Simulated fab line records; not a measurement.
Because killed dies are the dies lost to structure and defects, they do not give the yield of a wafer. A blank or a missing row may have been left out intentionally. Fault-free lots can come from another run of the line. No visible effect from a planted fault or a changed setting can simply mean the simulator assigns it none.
Code-filled problem report in 8D (eight disciplines) form + flow nand harc + the parts of the form that need people (team, actions taken, sign-off) are left out

## 1. WHAT WENT WRONG
Wafers without a fault read 188.45 W, standard deviation 0.15; heater power total W at NHARC_P_M1_SOFTBAKE_04 reads a mean of 177.46 W on 6 wafers belonging to 2 lots. Relative to the usual mean, that is a shift of -73 standard deviations.
The step: time 55 s.
The first sign was on wafer L446.1 at day 9 13:00, on litho track-06. The record holds 39 wafers of 13 lots with a number at this step. By rule, "out" or "out of limits" means more than 4 standard deviations away from the usual mean. Any other wafer with a number is counted as sound.

## 2. WHAT THIS IS AND IS NOT
| question                    | is                     | is not                                                                                                              |
|-----------------------------|------------------------|---------------------------------------------------------------------------------------------------------------------|
| which readings at this step | heater power total W   | -                                                                                                                   |
| which lots                  | L446, L448             | L438, L439, L451, L452, L454, L455, L456, L457, L459, L460, L461                                                    |
| which wafers of those lots  | all that have a number | -                                                                                                                   |
| read on which tools         | litho track-06         | litho track-01, litho track-04                                                                                      |
| when                        | from day 9 13:00       | up to then (6 sound wafers); but 27 sound wafers of L451, L452, L454, L455, L456, L457, L459, L460, L461 came after |

## 3. THE SUSPECTS, EACH WITH WHAT RULES IT OUT
Counting: any tool at a process step up to the reading is kept as a suspect provided that every lot that is out went through it and no sound lot did after the first of them.
- litho track-06 at NHARC_P_M1_SOFTBAKE_04 (time 55 s): ruled out as a lasting fault. Following L446 (day 9 13:00), the first lot on it that is out, the sound lots L455 were run on it.
Left after counting: nothing in the record.

## 4. THE CAUSE (what the simulator had put in)
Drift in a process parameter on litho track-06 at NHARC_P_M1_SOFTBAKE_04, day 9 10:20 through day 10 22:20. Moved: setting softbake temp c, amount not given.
Counting ruled it out, wrongly.

## 5. THE CHAIN OF EFFECTS, in route order
Each row: a reading whose mean over the struck wafers that have a number lies more than 3 standard deviations from the usual. Only readings for which the record gives a usual standard deviation are gone through. hours: the time from each lot's start at the first step in this table that gives one to its start at this step, as a median over the lots. sigmas: the change in usual standard deviations.
| hours | step                   | reading              | usual    | on struck wafers | change | sigmas |
|-------|------------------------|----------------------|----------|------------------|--------|--------|
| 0     | NHARC_P_M1_SOFTBAKE_04 | heater power total W | 188.45 W | 177.46           | -10.99 | -73    |
Its process steps:
- NHARC_P_M1_SOFTBAKE_04: time 55 s.
Later steps that measure or inspect, where all struck wafers having a row at the step show a number for every such reading and not one has moved that far: NHARC_P_M1_CD_MEAS_09, NHARC_P_M1_INSPECT_11.

## 6. HOW IT WOULD HAVE BEEN CAUGHT EARLIER
In this record the first reading out of limits was taken at day 9 13:00, 3 hours after the fault began at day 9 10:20.
